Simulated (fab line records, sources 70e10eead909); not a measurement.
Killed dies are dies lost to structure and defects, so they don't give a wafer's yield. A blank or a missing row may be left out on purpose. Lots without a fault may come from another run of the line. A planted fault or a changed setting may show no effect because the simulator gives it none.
fab line records | flow nand_harc
record lots=6 wafers=18 last_day=24
route steps=1159 shown A_STAIRCASE@618 END@1159
lots that met no fault: from a run of the same line without faults
start_h: hours from the record's first day to the start of the lot's first wafer shown | wait_h: hours since the lot's step before | " the same as in the row above | L1.1+2: a row that stands for several wafers | - no value, or no start given | * or withheld: withheld | < > ~ a bound
route shown NAME@n: a module of which the file shows steps, and the number in the route of the first | usual: mean/standard deviation of fault-free wafers | same: alike in all rows | chamber/n: place in a boat | sites: the reading at each site | _std_site: their standard deviation | _edge_site: outer sites' mean less inner sites' | radius_mm: how far each site lies from the wafer's centre | mask NAME#n: copy n | behind: the tool/chamber that last shaped the wafer | hold: why the lot was held/for how many hours/how that ended | device: the transistor (n, p or np) that didn't switch | end of line: the same wafers' tests at the end of the route | a step without rows: its recipe alone | killed: dies lost to structure and defects at the first sort, not the wafer's yield | map: a wafer's dies, x killed, . not, _ none there
set.NAME: the setting as run; set.NAME@STEP: as run at that earlier step | model.NAME: the simulator's own value behind a step, which no gauge read
lots at some steps of the route; a table a step, a row a wafer
services: from which hour (start_h, from the record's first day; less than 0 if before it) a tool's chamber was out of use, for how many hours, and why
## steps
# step NHARC_A_STAIRCASE_TRIM_224
# recipe time_s=211.2 o2_flow_sccm=500 ar_flow_sccm=0 bias_w=0 chemistry=O2
# step NHARC_A_STAIRCASE_ETCH_225
# recipe target_depth_a=1000 time_s=40.5 ion_energy_ev=400 c4f8_flow_sccm=20 o2_flow_sccm=10 ar_flow_sccm=withheld rf_w=600 bias_w=1000 chemistry=C4F8/O2
# step NHARC_A_STAIRCASE_TRIM_226
# recipe time_s=211.2 o2_flow_sccm=500 ar_flow_sccm=0 bias_w=0 chemistry=O2
# usual chamber_pressure_mTorr=60.01/0.05 drypump_motor_current_A=5.9/0.31 mfc_ar_sccm=0.010/0.012 oes_product_au=0.998/0.0072 rf_vpp_V=57.9/0.84 showerhead_plenum_p_Torr=3.59/0.13 throttle_valve_pct=17.037/0.0095
# columns lot.wafer tool chamber start_h wait_h chamber_pressure_mTorr drypump_motor_current_A mfc_ar_sccm oes_product_au rf_hours_counter_h rf_vpp_V showerhead_plenum_p_Torr throttle_valve_pct
L299.1 rie_diel-13 1 - - 60.09 6.2 0 0.997 68 57.3 3.45 17.049
L299.3 " 3 " " 60.02 6.3 0.005 0.999 30 57.2 3.66 17.059
L299.5 " 1 " " 60.02 6.3 0 0.999 - 56.8 3.45 17.037
L307.2 rie_diel-05 0 - - 60.03 6.1 0.037 0.999 49 57.4 3.74 17.041
L307.3 " 1 " " 60.03 5.9 0 1.004 48 57.7 3.70 17.046
L307.5 " 0 " " 60.02 6.1 0.037 1.005 - 57.3 3.74 17.035
L310.3 rie_diel-13 3 - - 59.99 6.4 0.005 0.996 21 58.8 3.64 17.033
L310.2 " 1 " " 60.07 6.2 0 1.013 20 57.0 3.43 17.032
L310.5 " 2 " " 60.08 5.8 0.014 1.005 - 56.6 3.55 17.025
L314.4 rie_diel-08 3 - - 60.00 5.6 0 0.995 11 57.3 3.43 17.058
L314.2 " 1 " " 60.06 5.2 0 0.986 11 57.2 3.61 17.037
L314.5 " 3 " " 59.98 5.7 0 0.993 - 57.5 3.43 17.034
L311.1 rie_diel-13 0 - - 59.93 5.9 0 0.999 23 58.9 3.80 17.032
L311.2 " 1 " " 59.92 6.2 0 1.001 23 57.5 3.43 17.043
L311.6 " 0 " " 60.10 5.9 0 1.000 - 59.0 3.80 17.033
L320.2 rie_diel-05 3 - - 60.08 6.3 0.017 0.994 11 56.9 3.55 17.029
L320.4 " 0 " " 60.02 6.1 0.037 0.988 11 58.5 3.73 17.047
L320.1 " 1 " " 60.08 5.9 0 0.991 10 56.9 3.69 17.037
# step NHARC_A_STAIRCASE_ETCH_227
# recipe target_depth_a=1000 time_s=40.5 ion_energy_ev=400 c4f8_flow_sccm=20 o2_flow_sccm=10 ar_flow_sccm=withheld rf_w=600 bias_w=1000 chemistry=C4F8/O2
# usual chamber_pressure_mTorr=24.999/0.022 oes_product_au=0.941/0.0092 rf_vpp_V=898/5.1
# columns lot.wafer tool chamber start_h wait_h chamber_pressure_mTorr oes_product_au rf_hours_counter_h rf_vpp_V
L299.1 rie_diel-13 3 - - 25.002 0.944 30 901
L299.3 " 2 " " 25.002 0.947 66 898
L299.5 " 3 " " 25.001 0.951 - 900
L307.2 rie_diel-05 1 - - 24.998 0.922 48 902
L307.3 " 2 " " 25.019 0.941 52 895
L307.5 " 3 " " 24.968 0.934 - 899
L310.3 rie_diel-13 1 - - 25.011 0.951 20 892
L310.2 " 2 " " 24.971 0.946 17 896
L310.5 " 2 " " 24.966 0.944 - 897
L314.2 rie_diel-08 2 - - 24.980 0.941 12 890
L314.4 " 0 " " 24.987 0.943 11 902
L314.5 " 2 " " 24.998 0.950 - 890
L311.2 rie_diel-13 3 - - 24.990 0.935 23 901
L311.1 " 0 " " 24.994 0.934 23 906
L311.6 " 2 " " 25.008 0.941 - 898
L320.1 rie_diel-05 0 - - 25.016 0.937 11 903
L320.4 " 1 " " 25.020 0.936 10 902
L320.2 " 2 " " 24.985 0.938 10 896
# step NHARC_A_STAIRCASE_TRIM_229
# recipe time_s=211.2 o2_flow_sccm=500 ar_flow_sccm=0 bias_w=0 chemistry=O2
# usual chamber_pressure_mTorr=60.00/0.05 drypump_motor_current_A=5.8/0.34 mfc_ar_sccm=0.009/0.011 oes_product_au=0.998/0.0072 rf_vpp_V=57.9/0.96 showerhead_plenum_p_Torr=3.56/0.13 throttle_valve_pct=17.036/0.0091
# columns lot.wafer tool chamber start_h wait_h chamber_pressure_mTorr drypump_motor_current_A mfc_ar_sccm oes_product_au rf_hours_counter_h rf_vpp_V showerhead_plenum_p_Torr throttle_valve_pct
L299.3 rie_diel-13 1 269.92 0.1 59.93 6.2 0 1.002 69 60.1 3.44 17.046
L299.1 " 3 " " 59.99 6.4 0.005 1.000 30 58.8 3.66 17.034
L299.5 " 1 " " 59.96 6.3 0 1.003 - 58.6 3.44 17.054
L307.3 rie_diel-05 3 312.50 0.1 60.01 6.3 0.017 0.998 52 57.9 3.56 17.027
L307.2 " 1 " " 59.95 5.9 0 0.994 48 56.6 3.70 17.046
L307.5 " 0 " " 59.96 6.1 0.037 1.011 - 60.4 3.74 17.043
L310.2 rie_diel-08 2 336.73 0.1 60.01 5.6 0.024 1.000 9 58.2 3.36 17.032
L310.3 " 3 " " 60.06 5.7 0 1.003 8 58.3 3.43 17.052
L310.5 " 1 " " 60.04 5.2 0 0.997 - 58.3 3.61 17.020
L314.4 rie_diel-08 0 342.99 0.1 60.09 6.0 0.009 1.005 11 58.7 3.66 17.027
L314.2 " 2 " " 59.98 5.6 0.024 0.993 12 59.4 3.36 17.033
L314.5 " 3 " " 59.91 5.7 0 0.997 - 57.4 3.43 17.027
L311.2 rie_diel-08 1 343.38 0.2 59.97 5.2 0 0.985 12 56.6 3.61 17.042
L311.1 " 2 " " 59.99 5.6 0.024 1.000 12 58.3 3.36 17.047
L311.6 " 3 " " 59.96 5.7 0 0.998 - 59.4 3.43 17.042
L320.1 rie_diel-13 1 376.86 0.1 60.04 6.2 0 0.992 38 58.8 3.42 17.046
L320.4 " 2 " " 60.12 5.8 0.014 1.005 35 58.6 3.54 17.026
L320.2 " 3 " " 60.07 6.4 0.005 0.995 40 58.1 3.63 17.033
# step NHARC_A_STAIRCASE_ETCH_230
# recipe target_depth_a=1000 time_s=40.5 ion_energy_ev=400 c4f8_flow_sccm=20 o2_flow_sccm=10 ar_flow_sccm=withheld rf_w=600 bias_w=1000 chemistry=C4F8/O2
# usual chamber_pressure_mTorr=24.995/0.022 oes_product_au=0.942/0.015 rf_vpp_V=896/4.8
# columns lot.wafer tool chamber start_h wait_h chamber_pressure_mTorr oes_product_au rf_hours_counter_h rf_vpp_V
L299.1 rie_diel-13 1 - - 24.978 0.945 69 893
L299.3 " 2 " " 24.981 0.951 66 898
L299.5 " 3 " " 25.017 0.931 - 901
L307.2 rie_diel-05 1 - - 24.976 0.944 48 903
L307.3 " 0 " " 24.953 0.953 49 904
L307.5 " 2 " " 24.992 0.959 - 897
L310.3 rie_diel-08 0 - - 25.020 0.920 9 900
L310.2 " 3 " " 24.993 0.917 8 892
L310.5 " 1 " " 25.005 0.914 - 897
L314.2 rie_diel-08 1 - - 24.965 0.937 11 899
L314.4 " 2 " " 25.001 0.948 12 890
L314.5 " 1 " " 24.982 0.951 - 899
L311.1 rie_diel-08 2 - - 24.968 0.921 12 891
L311.2 " 0 " " 24.977 0.918 11 901
L311.6 " 2 " " 24.982 0.918 - 890
L320.1 rie_diel-13 1 - - 25.000 0.960 38 893
L320.4 " 2 " " 24.971 0.962 35 897
L320.2 " 3 " " 24.971 0.970 40 900
# step NHARC_A_STAIRCASE_TRIM_231
# recipe time_s=211.2 o2_flow_sccm=500 ar_flow_sccm=0 bias_w=0 chemistry=O2
# step NHARC_A_STAIRCASE_ETCH_232
# recipe target_depth_a=1000 time_s=40.5 ion_energy_ev=400 c4f8_flow_sccm=20 o2_flow_sccm=10 ar_flow_sccm=withheld rf_w=600 bias_w=1000 chemistry=C4F8/O2
# step NHARC_A_STAIRCASE_TRIM_233
# recipe time_s=211.2 o2_flow_sccm=500 ar_flow_sccm=0 bias_w=0 chemistry=O2
# step NHARC_A_STAIRCASE_ETCH_234
# recipe target_depth_a=1000 time_s=40.5 ion_energy_ev=400 c4f8_flow_sccm=20 o2_flow_sccm=10 ar_flow_sccm=withheld rf_w=600 bias_w=1000 chemistry=C4F8/O2
# usual chamber_pressure_mTorr=25.000/0.022 oes_product_au=0.940/0.0095 rf_vpp_V=896/4.8
# columns lot.wafer tool chamber start_h wait_h chamber_pressure_mTorr oes_product_au rf_hours_counter_h rf_vpp_V
L299.1 rie_diel-13 1 - - 24.990 0.930 69 892
L299.3 " 2 " " 25.020 0.938 67 897
L299.5 " 1 " " 25.028 0.934 - 894
L307.2 rie_diel-05 2 - - 25.022 0.943 52 897
L307.3 " 3 " " 24.979 0.939 52 896
L307.5 " 2 " " 24.996 0.952 - 896
L310.3 rie_diel-08 2 - - 24.997 0.932 10 889
L310.2 " 3 " " 24.969 0.925 9 892
L310.5 " 2 " " 24.998 0.925 - 891
L314.4 rie_diel-08 1 - - 24.987 0.937 12 899
L314.2 " 0 " " 24.990 0.945 12 901
L314.5 " 2 " " 24.984 0.951 - 891
L311.1 rie_diel-08 3 - - 25.022 0.941 12 893
L311.2 " 1 " " 25.005 0.943 12 899
L311.6 " 3 " " 25.016 0.947 - 891
L320.4 rie_diel-13 0 - - 24.965 0.934 39 905
L320.2 " 1 " " 25.032 0.951 38 892
L320.1 " 2 " " 24.934 0.950 35 895
# step NHARC_A_STAIRCASE_TRIM_235
# recipe time_s=211.2 o2_flow_sccm=500 ar_flow_sccm=0 bias_w=0 chemistry=O2
# step NHARC_A_STAIRCASE_ETCH_236
# recipe target_depth_a=1000 time_s=40.5 ion_energy_ev=400 c4f8_flow_sccm=20 o2_flow_sccm=10 ar_flow_sccm=withheld rf_w=600 bias_w=1000 chemistry=C4F8/O2
# usual chamber_pressure_mTorr=25.002/0.023 oes_product_au=0.941/0.0084 rf_vpp_V=897/4.7
# columns lot.wafer tool chamber start_h wait_h chamber_pressure_mTorr oes_product_au rf_hours_counter_h rf_vpp_V
L299.3 rie_diel-13 2 271.01 - 25.036 0.937 67 897
L299.1 " 1 " " 25.024 0.932 69 892
L299.5 " 3 " " 24.978 0.935 - 899
L307.2 rie_diel-05 3 313.45 - 25.007 0.952 52 896
L307.3 " 1 " " 24.983 0.944 48 903
L307.5 " 2 " " 24.993 0.945 - 896
L310.2 rie_diel-08 0 337.82 - 25.013 0.935 10 902
L310.3 " 3 " " 25.007 0.926 9 892
L310.5 " 0 " " 24.974 0.918 - 900
L314.4 rie_diel-08 3 344.00 - 25.004 0.947 12 892
L314.2 " 0 " " 25.030 1.151 12 902
L314.5 " 3 " " 25.005 0.946 - 892
L311.2 rie_diel-08 0 344.30 - 25.009 1.160 12 901
L311.1 " 1 " " 25.029 0.939 12 898
L311.6 " 1 " " 24.987 0.944 - 900
L320.1 rie_diel-13 1 377.80 - 25.000 0.938 38 893
L320.4 " 3 " " 25.040 0.928 41 900
L320.2 " 0 " " 25.003 0.942 39 904
# step NHARC_END_SORT_01
# recipe temp_c=25
# usual killed_at_array=31/12 killed_at_other=0.6/0.85 killed_at_periphery=3.0/2.3 killed_dies=35/12 killed_open=3.2/1.9 killed_short=1.8/1.4
# same gross_dies=677
# columns lot.wafer tool chamber start_h wait_h killed_at_array killed_at_other killed_at_periphery killed_dies killed_open killed_short
L314.2 prober-02 0 534.57 2.8 674 0 3 677 5 2
L311.2 prober-01 0 542.43 2.8 673 1 3 677 1 5
# killed by level:class
L314.2 A_STAIRCASE:area_etch=632 A_CHANNEL_HOLE_D1:chamber_film_flake=20 A_CONTACT:chamber_film_flake=5 A_SLIT:chamber_film_flake=4 A_BLC:chamber_film_flake=4 A_CONTACT:geometric_particle:open=2 P_GATE:chamber_film_flake=2 A_STAIRCASE:chamber_film_flake=2
L311.2 A_STAIRCASE:area_etch=633 A_CHANNEL_HOLE_D1:chamber_film_flake=29 A_STAIRCASE:chamber_film_flake=5 P_CONTACT:geometric_particle:short=2 A_CONTACT:chamber_film_flake=2 A_CHANNEL_FILL_D1:geometric_particle:short=1 A_SGD_CUT:geometric_particle:short=1 A_CONTACT:geometric_particle:open=1
# map L311.2 (x killed, . not)
____________x____________
_________xxxxxxx_________
_______xxxxxxxxxxx_______
______xxxxxxxxxxxxx______
_____xxxxxxxxxxxxxxx_____
____xxxxxxxxxxxxxxxxx____
____xxxxxxxxxxxxxxxxx____
___xxxxxxxxxxxxxxxxxxx___
___xxxxxxxxxxxxxxxxxxx___
__xxxxxxxxxxxxxxxxxxxxx__
__xxxxxxxxxxxxxxxxxxxxx__
_xxxxxxxxxxxxxxxxxxxxxxx_
_xxxxxxxxxxxxxxxxxxxxxxx_
_xxxxxxxxxxxxxxxxxxxxxxx_
_xxxxxxxxxxxxxxxxxxxxxxx_
_xxxxxxxxxxxxxxxxxxxxxxx_
xxxxxxxxxxxxxxxxxxxxxxxxx
xxxxxxxxxxxxxxxxxxxxxxxxx
xxxxxxxxxxxxxxxxxxxxxxxxx
xxxxxxxxxxxxxxxxxxxxxxxxx
xxxxxxxxxxxxxxxxxxxxxxxxx
_xxxxxxxxxxxxxxxxxxxxxxx_
_xxxxxxxxxxxxxxxxxxxxxxx_
_xxxxxxxxxxxxxxxxxxxxxxx_
_xxxxxxxxxxxxxxxxxxxxxxx_
_xxxxxxxxxxxxxxxxxxxxxxx_
__xxxxxxxxxxxxxxxxxxxxx__
__xxxxxxxxxxxxxxxxxxxxx__
___xxxxxxxxxxxxxxxxxxx___
___xxxxxxxxxxxxxxxxxxx___
____xxxxxxxxxxxxxxxxx____
____xxxxxxxxxxxxxxxxx____
_____xxxxxxxxxxxxxxx_____
______xxxxxxxxxxxxx______
_______xxxxxxxxxxx_______
_________xxxxxxx_________
____________x____________
# map L314.2 (x killed, . not)
____________x____________
_________xxxxxxx_________
_______xxxxxxxxxxx_______
______xxxxxxxxxxxxx______
_____xxxxxxxxxxxxxxx_____
____xxxxxxxxxxxxxxxxx____
____xxxxxxxxxxxxxxxxx____
___xxxxxxxxxxxxxxxxxxx___
___xxxxxxxxxxxxxxxxxxx___
__xxxxxxxxxxxxxxxxxxxxx__
__xxxxxxxxxxxxxxxxxxxxx__
_xxxxxxxxxxxxxxxxxxxxxxx_
_xxxxxxxxxxxxxxxxxxxxxxx_
_xxxxxxxxxxxxxxxxxxxxxxx_
_xxxxxxxxxxxxxxxxxxxxxxx_
_xxxxxxxxxxxxxxxxxxxxxxx_
xxxxxxxxxxxxxxxxxxxxxxxxx
xxxxxxxxxxxxxxxxxxxxxxxxx
xxxxxxxxxxxxxxxxxxxxxxxxx
xxxxxxxxxxxxxxxxxxxxxxxxx
xxxxxxxxxxxxxxxxxxxxxxxxx
_xxxxxxxxxxxxxxxxxxxxxxx_
_xxxxxxxxxxxxxxxxxxxxxxx_
_xxxxxxxxxxxxxxxxxxxxxxx_
_xxxxxxxxxxxxxxxxxxxxxxx_
_xxxxxxxxxxxxxxxxxxxxxxx_
__xxxxxxxxxxxxxxxxxxxxx__
__xxxxxxxxxxxxxxxxxxxxx__
___xxxxxxxxxxxxxxxxxxx___
___xxxxxxxxxxxxxxxxxxx___
____xxxxxxxxxxxxxxxxx____
____xxxxxxxxxxxxxxxxx____
_____xxxxxxxxxxxxxxx_____
______xxxxxxxxxxxxx______
_______xxxxxxxxxxx_______
_________xxxxxxx_________
____________x____________
## services
# columns tool chamber start_h hours kind
rie_diel-13 0 255.16 - clean
rie_diel-13 1 255.16 - clean
rie_diel-13 2 255.16 - clean
rie_diel-13 3 255.16 - clean
rie_diel-08 0 256.63 - clean
rie_diel-08 1 256.63 - clean
rie_diel-08 2 256.63 - clean
rie_diel-08 3 256.63 - clean
rie_diel-13 3 261.93 3.9 repair
rie_diel-05 1 263.63 6.6 repair
rie_diel-13 - 276.14 9.0 pm
rie_diel-13 0 276.14 9.0 vent_cycle
rie_diel-13 1 276.14 9.0 vent_cycle
rie_diel-13 2 276.14 9.0 vent_cycle
rie_diel-13 3 276.14 9.0 vent_cycle
rie_diel-08 0 281.61 - clean
rie_diel-08 1 281.61 - clean
rie_diel-08 2 281.61 - clean
rie_diel-08 3 281.61 - clean
rie_diel-13 0 285.14 - clean
rie_diel-08 - 302.18 9.0 pm
rie_diel-08 3 325.44 4.3 repair
rie_diel-05 - 341.54 9.0 pm
rie_diel-05 2 373.55 2.0 repair
## key
first_sign step=NHARC_A_STAIRCASE_ETCH_236 reading=oes_product_au direction=up sigmas=25 usual=0.941 struck=1.155
effect step=NHARC_END_SORT_01 reading=killed_dies direction=up sigmas=56 usual=35 struck=677
more_kills_born_at NHARC_A_STAIRCASE_ETCH_236@rie_diel-08=1265
met_at NHARC_A_STAIRCASE_ETCH_236
struck_wafers L311.2,L314.2
later_rows_left_out L311.2,L314.2
tester_left_out L311,L314
onset_between 337.82 344.00
fault kind=process_parameter_drift tool=rie_diel-08 chamber=0 onset_h=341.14 steps=NHARC_A_STAIRCASE_ETCH_236 channel=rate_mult offset=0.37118 shape=step end_h=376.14
# tester_left_out: of these lots the tester's yield and bins aren't shown, on N5 and GAA mostly nor the transistor test; their killed dies are dies lost to structure and defects alone, not to doping, threshold or leakage, so they don't give the yield
# later_rows_left_out: the simulator's readings of these wafers behind a module that went badly wrong aren't trusted and aren't shown, but for the sort
